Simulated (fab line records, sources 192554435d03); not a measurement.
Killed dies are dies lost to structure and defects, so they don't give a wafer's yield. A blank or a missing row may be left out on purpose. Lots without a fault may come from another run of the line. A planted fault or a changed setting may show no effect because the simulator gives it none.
fab line records | flow n5_finfet
record lots=5 wafers=15 last_day=15
route steps=1938 shown HKMG_FIN@409
lots that met no fault: from a run of the same line without faults
start_h: hours from the record's first day to the start of the lot's first wafer shown | wait_h: hours since the lot's step before | " the same as in the row above | L1.1+2: a row that stands for several wafers | - no value, or no start given | * or withheld: withheld | < > ~ a bound
route shown NAME@n: a module of which the file shows steps, and the number in the route of the first | usual: mean/standard deviation of fault-free wafers | same: alike in all rows | chamber/n: place in a boat | sites: the reading at each site | _std_site: their standard deviation | _edge_site: outer sites' mean less inner sites' | radius_mm: how far each site lies from the wafer's centre | mask NAME#n: copy n | behind: the tool/chamber that last shaped the wafer | hold: why the lot was held/for how many hours/how that ended | device: the transistor (n, p or np) that didn't switch | end of line: the same wafers' tests at the end of the route | a step without rows: its recipe alone | killed: dies lost to structure and defects at the first sort, not the wafer's yield | map: a wafer's dies, x killed, . not, _ none there
set.NAME: the setting as run; set.NAME@STEP: as run at that earlier step | model.NAME: the simulator's own value behind a step, which no gauge read
lots at some steps of the route; a table a step, a row a wafer
services: from which hour (start_h, from the record's first day; less than 0 if before it) a tool's chamber was out of use, for how many hours, and why
## steps
# step N5_HKMG_FIN_STRIP_60
# recipe chemistry=N2/H2 power_w=2500 temp_c=300 h2_frac=0.65 time_s=360 pressure_mtorr=withheld n2_flow_sccm=1750 h2_flow_sccm=3250
# usual drypump_motor_current_A=5.79/0.26 h2_flow_sccm=3250/9.7 heater_power_w=468/18 n2_flow_sccm=1750/5.1
# columns lot.wafer tool chamber start_h wait_h drypump_motor_current_A h2_flow_sccm heater_power_w n2_flow_sccm rf_hours_counter_h
L077.1 plasma_asher-01 0 103.47 0.0 6.01 3243 468 1753 89
L077.2 " 1 " " 5.81 3264 489 1748 89
L077.4 " 1 " " 5.80 3238 474 1742 -
L080.1 plasma_asher-02 0 112.05 0.0 5.35 3234 442 1748 44
L080.2 " 1 " " 5.95 3255 486 1750 44
L080.6 " 1 " " 5.98 3239 476 1758 -
L082.1 plasma_asher-02 1 123.09 0.0 5.98 3251 494 1745 47
L082.4 " 0 " " 5.36 3262 439 1748 -
L082.5 " 0 " " 5.35 3253 437 1755 -
L085.2 plasma_asher-01 1 141.21 0.0 5.82 3256 482 1748 97
L085.3 " 1 " " 5.82 3260 486 1753 -
L085.5 " 1 " " 5.83 3248 474 1754 -
L087.2 plasma_asher-02 0 156.48 0.1 5.34 3253 452 1747 54
L087.3 " 1 " " 5.96 3217 479 1746 -
L087.6 " 1 " " 5.96 3245 487 1757 -
# step N5_HKMG_FIN_WET_ETCH_77
# recipe chemistry=dHCl mix=1:10000 temp_c=25 target=La2O3 stop_on=HfO2 target_depth_nm=2
# columns lot.wafer tool chamber start_h wait_h
L077.1+2+4 wet_bench-04 2,7,6 103.86 0.3
L080.1+2+6 wet_bench-03 1,6,4 112.43 0.3
L082.1+4+5 wet_bench-06 2,6,7 123.47 0.3
L085.2+3+5 wet_bench-04 5,4,3 141.60 0.3
L087.2+3+6 wet_bench-06 0,7,1 156.87 0.3
# step N5_HKMG_FIN_WET_ETCH_78
# recipe chemistry=dNH4OH mix=1:50 temp_c=25 target=Al2O3 stop_on=La2O3 target_depth_nm=4.5 dry=ipa_marangoni rinse_time_s=30 rinse_temp_c=23
# usual rinse_temp_c=22.99/0.11
# columns lot.wafer tool chamber start_h wait_h rinse_temp_c
L077.1 wet_bench-04 2 103.89 0.0 22.83
L077.2 " 7 " " 22.98
L077.4 " 6 " " 22.94
L080.1 wet_bench-03 1 112.46 0.0 22.94
L080.2 " 6 " " 23.20
L080.6 " 4 " " 23.00
L082.1 wet_bench-06 2 123.50 0.0 22.92
L082.4 " 6 " " 22.90
L082.5 " 7 " " 23.14
L085.2 wet_bench-04 5 141.63 0.0 23.12
L085.3 " 4 " " 22.81
L085.5 " 3 " " 23.22
L087.2 wet_bench-06 0 156.90 0.0 23.11
L087.3 " 7 " " 23.09
L087.6 " 1 " " 22.87
# step N5_HKMG_FIN_ALD_79
# recipe material=TiN target_thk_a=15 temp_c=400 ald_precursor_family=TiCl4 ald_co_reactant=NH3 pulse_time_s=1 purge_time_s=3 co_reactant_purge_time_s=2 co_reactant_pulse_time_s=2 ald_cycles=68 pressure_torr=3
# usual heater_power_w=843/74 precursor_pulse_height_rel=1.003/0.02
# same co_reactant_purge_time_s=2 pulse_time_s=1
# columns lot.wafer tool chamber start_h wait_h heater_power_w precursor_pulse_height_rel since_wet_clean_h
L077.1 ald_metal-02 1 103.96 0.0 864 1.014 1305
L077.2 " 2 " " 865 1.013 1305
L077.4 " 3 " " 857 0.979 1305
L080.1 ald_metal-04 2 112.53 0.0 744 0.992 2852
L080.2 " 3 " " 753 0.981 2852
L080.6 " 2 " " 707 1.003 -
L082.1 ald_metal-04 2 123.58 0.0 732 0.962 2863
L082.4 " 3 " " 737 0.995 2863
L082.5 " 3 " " 718 0.950 -
L085.2 ald_metal-01 3 141.70 0.0 815 1.012 5959
L085.3 " 0 " " 770 1.000 5959
L085.5 " 0 " " 788 1.025 -
L087.2 ald_metal-02 1 156.97 0.0 886 0.994 1358
L087.3 " 0 " " 802 1.014 1358
L087.6 " 1 " " 868 1.040 -
# step N5_HKMG_FIN_CVD_62
# recipe material=a-Si target_thk_a=30 temp_c=500 precursor=Si2H6 pressure_torr=1 time_s=20.8
# usual heater_power_w=1379/180
# columns lot.wafer tool chamber start_h wait_h heater_power_w since_wet_clean_h
L077.1 thermal_cvd_si-01 0 104.32 0.2 1510 159
L077.2 " 2 " " 1387 159
L077.4 " 2 " " 1362 -
L080.1 thermal_cvd_si-02 0 112.90 0.2 1466 896
L080.2 " 2 " " 1386 896
L080.6 " 0 " " 1434 -
L082.1 thermal_cvd_si-02 1 123.95 0.2 1536 907
L082.4 " 1 " " 1559 -
L082.5 " 0 " " 1459 -
L085.2 thermal_cvd_si-01 0 142.06 0.2 1489 197
L085.3 " 2 " " 1356 197
L085.5 " 2 " " 1402 -
L087.2 thermal_cvd_si-01 0 157.33 0.2 1530 212
L087.3 " 1 " " 1011 212
L087.6 " 1 " " 1009 -
# step N5_HKMG_FIN_RTA_80
# recipe temp_c=withheld time_s=2 ambient=N2 idle_temp_c=600 ramp_up_c_per_s=150 ramp_down_c_per_s=60 cool_to_c=600
# columns lot.wafer tool chamber start_h wait_h
L077.1+2+4 rtp_anneal-02 0 104.45 0.1
L080.1+2+6 rtp_anneal-01 0 113.03 0.1
L082.1+4+5 rtp_anneal-02 0 124.60 0.6
L085.2+3+5 rtp_anneal-02 0 142.22 0.1
L087.2+3+6 rtp_anneal-02 0 157.49 0.1
# step N5_HKMG_FIN_PRECLEAN_64
# recipe chemistry=dHF time_s=30 temp_c=25 dilution=withheld
# columns lot.wafer tool chamber start_h wait_h
L077.1+2+4 wet_bench-06 2,5,6 104.60 0.1
L080.1+2+6 wet_bench-06 0,3,2 113.18 0.1
L082.1+4+5 wet_bench-04 4,6,1 124.76 0.1
L085.2+3+5 wet_bench-04 7,3,0 142.34 0.1
L087.2+3+6 wet_bench-03 0,1,6 157.61 0.1
# step N5_HKMG_FIN_WET_ETCH_65
# recipe chemistry=TMAH temp_c=70 conc_wt_pct=5 target=a-Si stop_on=TiN time_s=49 target_depth_nm=3
# columns lot.wafer tool chamber start_h wait_h
L077.1+2+4 wet_bench-06 2,5,6 104.61 0.0
L080.1+2+6 wet_bench-06 0,3,2 113.19 0.0
L082.1+4+5 wet_bench-04 4,6,1 124.77 0.0
L085.2+3+5 wet_bench-04 7,3,0 142.35 0.0
L087.2+3+6 wet_bench-03 0,1,6 157.62 0.0
# step N5_HKMG_FIN_WET_ETCH_81
# recipe chemistry=SC1 target=TiN stop_on=HfO2 mix=1:1:5 temp_c=60 time_s=57 target_depth_nm=6
# usual nh4oh_flow_mL_min=214.2/0.69
# columns lot.wafer tool chamber start_h wait_h nh4oh_flow_mL_min
L077.1 wet_bench-06 2 104.63 0.0 213.5
L077.2 " 5 " " 213.3
L077.4 " 6 " " 214.7
L080.1 wet_bench-06 0 113.20 0.0 214.6
L080.2 " 3 " " 214.2
L080.6 " 2 " " 213.9
L082.1 wet_bench-04 4 124.78 0.0 214.1
L082.4 " 6 " " 214.1
L082.5 " 1 " " 214.7
L085.2 wet_bench-04 7 142.37 0.0 214.2
L085.3 " 3 " " 214.5
L085.5 " 0 " " 213.1
L087.2 wet_bench-03 0 157.64 0.0 213.0
L087.3 " 1 " " 213.4
L087.6 " 6 " " 214.4
# step N5_HKMG_FIN_WET_ETCH_82
# recipe chemistry=dHCl mix=1:10000 temp_c=25 target=La2O3 stop_on=HfO2 target_depth_nm=2 dry=ipa_marangoni rinse_time_s=30 rinse_temp_c=23
# usual rinse_temp_c=22.99/0.094
# columns lot.wafer tool chamber start_h wait_h rinse_temp_c
L077.1 wet_bench-06 2 104.66 0.0 23.03
L077.2 " 5 " " 22.76
L077.4 " 6 " " 22.92
L080.1 wet_bench-06 0 113.24 0.0 22.90
L080.2 " 3 " " 23.11
L080.6 " 2 " " 23.01
L082.1 wet_bench-04 4 124.81 0.0 23.13
L082.4 " 6 " " 22.99
L082.5 " 1 " " 23.00
L085.2 wet_bench-04 7 142.40 0.0 23.03
L085.3 " 3 " " 22.84
L085.5 " 0 " " 23.04
L087.2 wet_bench-03 0 157.67 0.0 23.01
L087.3 " 1 " " 23.09
L087.6 " 6 " " 22.91
# step N5_HKMG_FIN_ALD_36
# recipe material=TiN target_thk_a=10 temp_c=400 ald_precursor_family=TiCl4 ald_co_reactant=NH3 pulse_time_s=1 purge_time_s=3 co_reactant_purge_time_s=2 co_reactant_pulse_time_s=2 ald_cycles=47 pressure_torr=3
# usual heater_power_w=851/76 precursor_pulse_height_rel=0.999/0.021
# same co_reactant_purge_time_s=2 pulse_time_s=1
# columns lot.wafer tool chamber start_h wait_h heater_power_w precursor_pulse_height_rel since_wet_clean_h
L077.1 ald_metal-04 2 104.72 0.0 727 1.014 2845
L077.2 " 0 " " 940 1.022 2845
L077.4 " 1 " " 967 1.006 2845
L080.1 ald_metal-04 1 113.30 0.0 956 1.028 2853
L080.2 " 3 " " 716 1.019 2853
L080.6 " 0 " " 932 1.026 -
L082.1 ald_metal-01 1 124.87 0.0 922 0.969 5942
L082.4 " 2 " " 884 0.997 -
L082.5 " 0 " " 790 1.059 -
L085.2 ald_metal-04 0 142.58 0.2 929 1.007 2882
L085.3 " 3 " " 747 1.007 2882
L085.5 " 1 " " 940 0.991 -
L087.2 ald_metal-02 1 157.89 0.2 876 1.015 1359
L087.3 " 0 " " 807 0.987 1359
L087.6 " 2 " " 865 1.010 -
# step N5_HKMG_FIN_THK_MEAS_70
# recipe thk_meas_gauge=xrf reads=HfO2_of_HKMG_FIN_HK_ALD_01
# usual HK_THK=1.534/0.021
# columns lot.wafer tool chamber start_h wait_h HK_THK[nm]
L077.1 film_metro-02 - 105.01 0.2 1.505
L077.2 " - " " 1.538
L077.4 " - " " 1.535
L080.1 film_metro-02 - 113.58 0.2 1.512
L080.2 " - " " 1.568
L080.6 " - " " 1.534
L082.1 film_metro-01 - 125.15 0.2 1.519
L082.4 " - " " 1.512
L082.5 " - " " 1.526
L085.2 film_metro-01 - 142.86 0.2 1.520
L085.3 " - " " 1.537
L085.5 " - " " 1.537
L087.2 film_metro-01 - 158.17 0.2 1.505
L087.3 " - " " 1.516
L087.6 " - " " 1.526
# step N5_HKMG_FIN_PWFM_ALD_03
# recipe material=TiN target_thk_a=20 temp_c=400 ald_precursor_family=TiCl4 ald_co_reactant=NH3 pulse_time_s=1 purge_time_s=3 co_reactant_purge_time_s=2 co_reactant_pulse_time_s=2 ald_cycles=91 pressure_torr=3
# usual heater_power_w=839/73 precursor_pulse_height_rel=0.999/0.019
# same co_reactant_purge_time_s=2 pulse_time_s=1
# columns lot.wafer tool chamber start_h wait_h heater_power_w precursor_pulse_height_rel since_wet_clean_h
L077.1 ald_metal-01 3 105.04 0.0 805 0.985 5922
L077.2 " 0 " " 751 0.991 5922
L077.4 " 2 " " 861 1.009 5922
L080.1 ald_metal-02 2 113.62 0.0 879 1.030 1315
L080.2 " 3 " " 851 0.980 1315
L080.6 " 1 " " 862 0.997 -
L082.1 ald_metal-02 0 125.19 0.0 814 1.006 1327
L082.4 " 3 " " 849 1.019 1327
L082.5 " 1 " " 856 1.018 -
L085.2 ald_metal-01 1 142.90 0.0 891 0.994 5960
L085.3 " 2 " " 875 0.971 5960
L085.5 " 3 " " 806 1.012 -
L087.2 ald_metal-04 0 158.20 0.0 941 0.967 2898
L087.3 " 3 " " 723 1.044 2898
L087.6 " 3 " " 736 1.004 -
# step N5_HKMG_FIN_COAT_29
# recipe resist=SOC temp_c=250 time_s=60 spin_rpm=1500 resist_thk_nm=300
# columns lot.wafer tool chamber start_h wait_h
L077.1+2+4 litho_track-02 0 105.51 0.2
L080.1+2+6 litho_track-04 0 114.09 0.2
L082.1+4+5 litho_track-03 0 125.66 0.2
L085.2+3+5 litho_track-04 0 143.37 0.2
L087.2+3+6 litho_track-02 0 158.67 0.2
# step N5_HKMG_FIN_COAT_30
# recipe resist=SiARC temp_c=220 time_s=60 spin_rpm=1500 resist_thk_nm=35
# columns lot.wafer tool chamber start_h wait_h
L077.1+2+4 litho_track-02 0 - -
L080.1+2+6 litho_track-04 0 - -
L082.1+4+5 litho_track-03 0 - -
L085.2+3+5 litho_track-04 0 - -
L087.2+3+6 litho_track-02 0 - -
# step N5_HKMG_FIN_COAT_06
# recipe resist=CAR-ArF spin_rpm=1500 resist_thk_nm=90
# columns lot.wafer tool chamber start_h wait_h
L077.1+2+4 litho_track-02 0 - -
L080.1+2+6 litho_track-04 0 - -
L082.1+4+5 litho_track-03 0 - -
L085.2+3+5 litho_track-04 0 - -
L087.2+3+6 litho_track-02 0 - -
# step N5_HKMG_FIN_EBR_08
# recipe solvent=PGMEA ebr_width_mm=1.5
# columns lot.wafer tool chamber start_h wait_h
L077.1+2+4 litho_track-02 0 - -
L080.1+2+6 litho_track-04 0 - -
L082.1+4+5 litho_track-03 0 - -
L085.2+3+5 litho_track-04 0 - -
L087.2+3+6 litho_track-02 0 - -
# step N5_HKMG_FIN_SOFTBAKE_07
# recipe temp_c=110 time_s=60 resist=CAR-ArF
# columns lot.wafer tool chamber start_h wait_h
L077.1+2+4 litho_track-02 0 - -
L080.1+2+6 litho_track-04 0 - -
L082.1+4+5 litho_track-03 0 - -
L085.2+3+5 litho_track-04 0 - -
L087.2+3+6 litho_track-02 0 - -
# step N5_HKMG_FIN_EXPOSE_09
# recipe mask_id=NWFM na=1.35 source_shape=conventional sigma_outer=0.8 polarization=unpolarized dose_mj=39.25
# columns lot.wafer tool chamber start_h wait_h mask
L077.1+2+4 arfi_scanner-03 0 105.70 - NWFM#0
L080.1+2+6 arfi_scanner-03 0 116.41 - NWFM#0
L082.1+4+5 arfi_scanner-03 0 125.90 - NWFM#0
L085.2+3+5 arfi_scanner-03 0 143.62 - NWFM#0
L087.2+3+6 arfi_scanner-01 0 158.80 - NWFM#0
# step N5_HKMG_FIN_PEB_10
# recipe peb_temp_c=withheld peb_time_s=60 resist=CAR-ArF
# columns lot.wafer tool chamber start_h wait_h
L077.1+2+4 litho_track-02 0 105.76 0.1
L080.1+2+6 litho_track-04 0 116.46 0.1
L082.1+4+5 litho_track-02 0 125.96 0.1
L085.2+3+5 litho_track-02 0 143.67 0.0
L087.2+3+6 litho_track-04 0 158.85 0.0
# step N5_HKMG_FIN_DEVELOP_11
# recipe develop_time_s=30 developer=TMAH resist=CAR-ArF dev_temp_c=23 rinse_liquid=diw dry=air_spin
# columns lot.wafer tool chamber start_h wait_h
L077.1+2+4 litho_track-02 0 - -
L080.1+2+6 litho_track-04 0 - -
L082.1+4+5 litho_track-02 0 - -
L085.2+3+5 litho_track-02 0 - -
L087.2+3+6 litho_track-04 0 - -
# step N5_HKMG_FIN_CD_MEAS_12
# recipe target_cd_nm=92.8 landing_energy_ev=500 detector=se_inlens
# usual cd_nm=93.0/0.51
# columns lot.wafer tool chamber start_h wait_h cd_nm
L077.1 cd_sem-02 0 105.83 - 92.7
L077.2 " 0 " " 93.3
L077.4 " 0 " " 92.8
L080.1 cd_sem-01 0 116.53 - 92.9
L080.2 " 0 " " 93.1
L080.6 " 0 " " 91.7
L082.1 cd_sem-01 0 126.03 - 93.6
L082.4 " 0 " " 93.2
L082.5 " 0 " " 92.8
L085.2 cd_sem-01 0 143.74 - 92.8
L085.3 " 0 " " 92.9
L085.5 " 0 " " 92.5
L087.2 cd_sem-01 0 158.92 - 93.0
L087.3 " 0 " " 94.3
L087.6 " 0 " " 93.8
# step N5_HKMG_FIN_OVL_MEAS_13
# recipe points_per_wafer=44
# usual NWFM_OVL=0.1/0.61
# columns lot.wafer tool chamber start_h wait_h NWFM_OVL[nm]
L077.1 overlay-01 0 105.86 0.0 -0.4
L077.2 " 0 " " 0.3
L077.4 " 0 " " 0.6
L080.1 overlay-02 0 116.56 0.0 1.4
L080.2 " 0 " " 1.2
L080.6 " 0 " " 0.7
L082.1 overlay-01 0 126.06 0.0 0.1
L082.4 " 0 " " -0.6
L082.5 " 0 " " -0.2
L085.2 overlay-02 0 143.77 0.0 0.3
L085.3 " 0 " " 0.5
L085.5 " 0 " " -0.2
L087.2 overlay-01 0 158.95 0.0 -0.7
L087.3 " 0 " " 0.0
L087.6 " 0 " " -0.6
# step N5_HKMG_FIN_INSPECT_14
# recipe mode=adi inspect_instrument=macro
# usual raw_defect_count=2.0/1.5
# columns lot.wafer tool chamber start_h wait_h raw_defect_count
L077.1 defect_inspect-02 - 105.88 0.0 1
L077.2 " - " " 2
L077.4 " - " " 2
L080.1 defect_inspect-01 - 116.58 0.0 2
L080.2 " - " " 1
L080.6 " - " " 2
L082.1 defect_inspect-02 - 126.08 0.0 0
L082.4 " - " " 3
L082.5 " - " " 1
L085.2 defect_inspect-01 - 143.79 0.0 3
L085.3 " - " " 0
L085.5 " - " " 2
L087.2 defect_inspect-02 - 158.97 0.0 4
L087.3 " - " " 3
L087.6 " - " " 6
# step N5_HKMG_FIN_DESCUM_17
# recipe chemistry=O2 time_s=7.9 source_power_w=50 bias_power_w=20 pressure_mtorr=20 rf_frequency_hz=2.712e+07 temp_c=40 resist=CAR-ArF o2_flow_sccm=225
# usual drypump_motor_current_A=5.6/0.41 o2_flow_sccm=224.9/0.66 oes_product_au=0.77/0.075 rf_fwd_power_W=49.33/0.27 rf_vpp_V=243.2/1.4 showerhead_plenum_p_Torr=2.10/0.063 throttle_valve_pct=20.38/0.21
# columns lot.wafer tool chamber start_h wait_h drypump_motor_current_A o2_flow_sccm oes_product_au rf_fwd_power_W rf_hours_counter_h rf_vpp_V showerhead_plenum_p_Torr throttle_valve_pct
L077.1 rie_diel-03 3 106.54 0.7 5.7 225.5 0.70 49.29 231 241.1 1.98 20.63
L077.2 " 1 " " 5.3 224.8 0.89 49.08 41 244.0 2.13 20.15
L077.4 " 2 " " 5.5 225.1 0.83 49.11 69 245.7 2.11 20.16
L080.1 rie_diel-02 2 116.76 0.2 5.2 225.0 0.72 49.61 208 244.5 2.17 20.80
L080.2 " 1 " " 6.2 224.0 0.74 49.48 194 243.6 2.15 20.24
L080.6 " 3 " " 5.6 224.8 0.75 49.28 - 242.4 2.09 20.36
L082.1 rie_diel-03 0 126.12 0.0 5.6 225.2 0.74 49.50 171 242.4 2.07 20.21
L082.4 " 3 " " 5.7 225.8 0.70 49.63 238 242.7 1.98 20.62
L082.5 " 1 " " 5.3 225.2 0.86 49.03 - 243.1 2.13 20.16
L085.2 rie_diel-03 3 143.83 0.0 5.7 223.7 0.70 49.65 245 242.0 1.97 20.64
L085.3 " 2 " " 5.4 224.5 0.81 49.02 85 243.1 2.11 20.19
L085.5 " 0 " " 5.6 225.5 0.74 49.33 - 242.0 2.07 20.21
L087.2 rie_diel-03 2 159.45 0.5 5.4 224.9 0.81 49.02 91 242.6 2.11 20.19
L087.3 " 1 " " 5.3 225.2 0.85 49.00 64 244.5 2.13 20.19
L087.6 " 2 " " 5.4 225.8 0.81 49.12 - 243.9 2.11 20.19
# step N5_HKMG_FIN_ETCH_31
# recipe chemistry=CF4 target=SiARC target_depth_a=455 mask_material=CAR-ArF time_s=75.8 ion_energy_ev=80 pressure_mtorr=40 source_w=545 bias_w=36 Ar_flow_sccm=100 cf4_flow_sccm=100 ends=cleared
# usual drypump_motor_current_A=5.6/0.41 etch_rf_on_time_s=75.6/1.7 mfc_ar_sccm=100.05/0.28 oes_product_au=0.66/0.063 rf_fwd_power_W=538.9/2.4 rf_vpp_V=184.1/1.2 showerhead_plenum_p_Torr=2.14/0.062 throttle_valve_pct=15.56/0.2
# columns lot.wafer tool chamber start_h wait_h drypump_motor_current_A etch_rf_on_time_s mfc_ar_sccm oes_product_au rf_fwd_power_W rf_hours_counter_h rf_vpp_V showerhead_plenum_p_Torr throttle_valve_pct
L077.1 rie_diel-03 3 106.57 0.0 5.7 75.7 100.11 0.61 541.8 231 182.8 2.03 15.89
L077.2 " 1 " " 5.3 75.4 99.71 0.75 534.9 41 183.9 2.18 15.30
L077.4 " 2 " " 5.4 74.7 100.14 0.72 537.4 69 183.8 2.16 15.31
L080.1 rie_diel-02 2 116.80 0.0 5.2 76.2 99.98 0.62 540.0 208 184.6 2.21 15.91
L080.2 " 1 " " 6.2 77.0 100.13 0.62 540.5 194 184.4 2.21 15.56
L080.6 " 3 " " 5.6 72.5 100.31 0.65 537.4 - 183.0 2.14 15.53
L082.1 rie_diel-03 0 126.15 0.0 5.6 72.0 99.64 0.65 541.0 171 183.7 2.13 15.46
L082.4 " 3 " " 5.7 75.6 100.18 0.61 537.6 238 183.8 2.03 15.86
L082.5 " 1 " " 5.3 74.9 99.96 0.74 536.2 - 186.3 2.17 15.33
L085.2 rie_diel-03 3 143.86 0.0 5.7 76.7 99.88 0.60 539.5 245 182.2 2.02 15.89
L085.3 " 2 " " 5.4 75.4 100.32 0.69 538.1 85 184.4 2.15 15.35
L085.5 " 0 " " 5.6 73.0 100.07 0.64 538.3 - 184.5 2.13 15.48
L087.2 rie_diel-03 2 159.48 0.0 5.4 75.8 100.04 0.69 539.4 91 184.4 2.15 15.36
L087.3 " 1 " " 5.3 77.3 100.01 0.72 536.4 64 184.4 2.17 15.35
L087.6 " 2 " " 5.4 76.3 100.16 0.69 539.5 - 183.7 2.15 15.37
# step N5_HKMG_FIN_ETCH_32
# recipe chemistry=N2/H2 target=SOC target_depth_a=2400 temp_c=40 time_s=300 ion_energy_ev=200 mask_material=SiARC pressure_mtorr=30 source_w=840 bias_w=150 n2_flow_sccm=200 h2_flow_sccm=200
# usual drypump_motor_current_A=5.6/0.41 h2_flow_sccm=200.0/0.6 n2_flow_sccm=199.9/0.51 oes_product_au=0.77/0.075 rf_fwd_power_W=837.6/2.6 rf_vpp_V=524.0/2.3 showerhead_plenum_p_Torr=2.55/0.083 throttle_valve_pct=17.82/0.26
# columns lot.wafer tool chamber start_h wait_h drypump_motor_current_A h2_flow_sccm n2_flow_sccm oes_product_au rf_fwd_power_W rf_hours_counter_h rf_vpp_V showerhead_plenum_p_Torr throttle_valve_pct
L077.1 rie_diel-03 3 106.63 0.0 5.7 200.9 200.1 0.71 837.7 231 519.2 2.39 17.99
L077.2 " 1 " " 5.3 201.0 199.6 0.88 838.3 41 523.8 2.60 17.50
L077.4 " 2 " " 5.4 200.4 198.9 0.85 838.8 69 524.7 2.56 17.49
L080.1 rie_diel-02 2 116.85 0.0 5.2 201.1 200.1 0.71 832.3 208 526.6 2.65 18.33
L080.2 " 1 " " 6.2 200.4 200.2 0.72 840.4 194 524.5 2.64 17.87
L080.6 " 3 " " 5.6 199.3 200.0 0.77 841.6 - 524.4 2.54 17.79
L082.1 rie_diel-03 0 126.21 0.0 5.6 200.3 200.1 0.76 839.2 171 523.5 2.55 17.91
L082.4 " 3 " " 5.7 199.4 199.9 0.70 834.7 238 519.3 2.39 18.02
L082.5 " 1 " " 5.3 199.2 199.3 0.86 835.1 - 525.6 2.59 17.51
L085.2 rie_diel-03 3 143.92 0.0 5.7 199.2 200.2 0.70 838.9 245 520.3 2.39 18.02
L085.3 " 2 " " 5.4 199.9 200.6 0.82 834.5 85 524.1 2.55 17.51
L085.5 " 0 " " 5.6 199.4 200.1 0.75 839.3 - 524.4 2.54 17.93
L087.2 rie_diel-03 2 159.54 0.0 5.4 200.4 199.8 0.80 841.9 91 525.2 2.55 17.54
L087.3 " 1 " " 5.3 200.2 199.8 0.83 840.2 64 526.3 2.59 17.54
L087.6 " 2 " " 5.4 200.1 200.0 0.81 841.6 - 524.3 2.55 17.52
# step N5_HKMG_FIN_STRIP_33
# recipe chemistry=N2/H2 temp_c=40 n2_flow_sccm=200 h2_flow_sccm=200 rf_frequency_hz=6e+07
# columns lot.wafer tool chamber start_h wait_h
L077.1+2+4 rie_diel-03 3,1,2 106.81 0.1
L080.1+2+6 rie_diel-02 2,1,3 117.03 0.1
L082.1+4+5 rie_diel-03 0,3,1 126.39 0.1
L085.2+3+5 rie_diel-03 3,2,0 144.10 0.1
L087.2+3+6 rie_diel-03 2,1,2 159.72 0.1
# step N5_HKMG_FIN_STRIP_34
# recipe chemistry=CF4 resist=SiARC power_w=300 bias_power_w=75 pressure_mtorr=50 cf4_flow_sccm=150 rf_frequency_hz=6e+07
# usual drypump_motor_current_A=5.6/0.41 oes_product_au=0.76/0.071 rf_fwd_power_W=293.5/1.6 rf_vpp_V=271.1/1.4 showerhead_plenum_p_Torr=1.80/0.049 throttle_valve_pct=13.55/0.2
# columns lot.wafer tool chamber start_h wait_h drypump_motor_current_A oes_product_au rf_fwd_power_W rf_hours_counter_h rf_vpp_V showerhead_plenum_p_Torr throttle_valve_pct
L077.1 rie_diel-03 3 106.82 0.0 5.7 0.71 - 231 268.2 1.69 13.84
L077.2 " 1 " " 5.3 0.87 292.0 41 273.0 1.84 13.33
L077.4 " 2 " " 5.4 0.82 292.6 69 271.1 1.81 13.28
L080.1 rie_diel-02 2 117.04 0.0 5.2 0.71 296.9 209 273.3 1.84 13.88
L080.2 " 1 " " 6.2 0.72 296.6 194 272.4 1.84 13.52
L080.6 " 3 " " 5.6 0.74 292.7 - 271.7 1.78 13.47
L082.1 rie_diel-03 0 126.40 0.0 5.6 0.74 295.2 171 271.5 1.79 13.46
L082.4 " 3 " " 5.7 0.71 - 238 268.9 1.69 13.86
L082.5 " 1 " " 5.3 0.86 294.0 - 271.6 1.83 13.34
L085.2 rie_diel-03 3 144.11 0.0 5.7 0.70 - 245 267.6 1.69 13.88
L085.3 " 2 " " 5.4 0.81 292.5 85 271.7 1.80 13.30
L085.5 " 0 " " 5.6 0.73 293.0 - 271.3 1.79 13.49
L087.2 rie_diel-03 2 159.73 0.0 5.4 0.79 292.5 91 271.5 1.80 13.32
L087.3 " 1 " " 5.3 0.84 292.8 64 272.0 1.83 13.37
L087.6 " 2 " " 5.5 0.80 292.6 - 270.5 1.80 13.33
# step N5_HKMG_FIN_ETCH_35
# recipe chemistry=N2/H2 target=SOC target_depth_a=2158 ion_energy_ev=65 bias_w=5 source_w=3000 time_s=243.4 pressure_mtorr=30 n2_flow_sccm=200 h2_flow_sccm=200
# usual drypump_motor_current_A=5.6/0.41 h2_flow_sccm=199.9/0.58 n2_flow_sccm=200.0/0.63 oes_product_au=0.77/0.075 rf_fwd_power_W=2990/9.2 rf_vpp_V=141.6/1.1 showerhead_plenum_p_Torr=2.55/0.083 throttle_valve_pct=17.82/0.27
# columns lot.wafer tool chamber start_h wait_h drypump_motor_current_A h2_flow_sccm n2_flow_sccm oes_product_au rf_fwd_power_W rf_hours_counter_h rf_vpp_V showerhead_plenum_p_Torr throttle_valve_pct
L077.1 rie_diel-03 3 106.84 0.0 5.7 199.4 200.8 0.72 2994 231 138.8 2.39 18.01
L077.2 " 1 " " 5.3 200.2 200.6 0.87 2991 41 142.2 2.60 17.50
L077.4 " 2 " " 5.4 200.3 199.9 0.85 2999 69 142.6 2.56 17.53
L080.1 rie_diel-02 2 117.06 0.0 5.2 200.5 199.4 0.71 3002 209 141.9 2.65 18.35
L080.2 " 1 " " 6.2 200.1 199.5 0.72 2988 194 141.0 2.64 17.87
L080.6 " 3 " " 5.7 199.3 200.3 0.77 3000 - 141.9 2.54 17.81
L082.1 rie_diel-03 0 126.42 0.0 5.6 199.6 199.6 0.76 3011 171 141.9 2.55 17.93
L082.4 " 3 " " 5.7 200.1 199.6 0.70 3002 238 140.1 2.39 18.01
L082.5 " 1 " " 5.3 199.4 200.3 0.85 2990 - 143.3 2.59 17.51
L085.2 rie_diel-03 3 144.13 0.0 5.7 199.8 199.8 0.70 2991 245 140.3 2.39 18.03
L085.3 " 2 " " 5.4 199.8 199.4 0.82 2988 85 141.3 2.55 17.54
L085.5 " 0 " " 5.6 200.5 199.9 0.75 2997 - 141.2 2.54 17.93
L087.2 rie_diel-03 2 159.75 0.0 5.4 200.3 199.8 0.81 2998 91 141.8 2.55 17.55
L087.3 " 1 " " 5.3 200.6 199.3 0.84 2989 64 142.6 2.59 17.53
L087.6 " 2 " " 5.4 199.9 200.7 0.81 2998 - 140.8 2.55 17.54
## services
# columns tool chamber start_h hours kind
rie_diel-02 0 79.64 8.6 repair
rie_diel-02 1 79.64 3.7 repair
plasma_asher-01 - 90.19 7.5 repair
arfi_scanner-01 - 100.56 2.3 repair
arfi_scanner-01 - 104.10 1.3 repair
arfi_scanner-03 0 106.16 - calibration
arfi_scanner-03 - 114.17 1.0 pm
ald_metal-04 - 118.44 2.8 pm
ald_metal-01 3 119.98 5.4 repair
arfi_scanner-03 - 122.06 1.3 pm
arfi_scanner-01 - 124.91 1.3 pm
arfi_scanner-01 - 126.21 0.8 pm
ald_metal-02 3 130.22 107.3 repair
rie_diel-02 - 145.40 4.3 pm
arfi_scanner-03 - 145.43 0.8 pm
wet_bench-06 - 148.52 2.5 repair
rie_diel-03 3 158.12 - clean
rie_diel-03 3 158.12 - consumable_replace:focus_ring
rie_diel-03 3 158.12 - consumable_replace:showerhead
rie_diel-03 3 158.12 16.4 scheduled_down
rie_diel-03 3 158.12 16.4 vent_cycle
## key
fault none
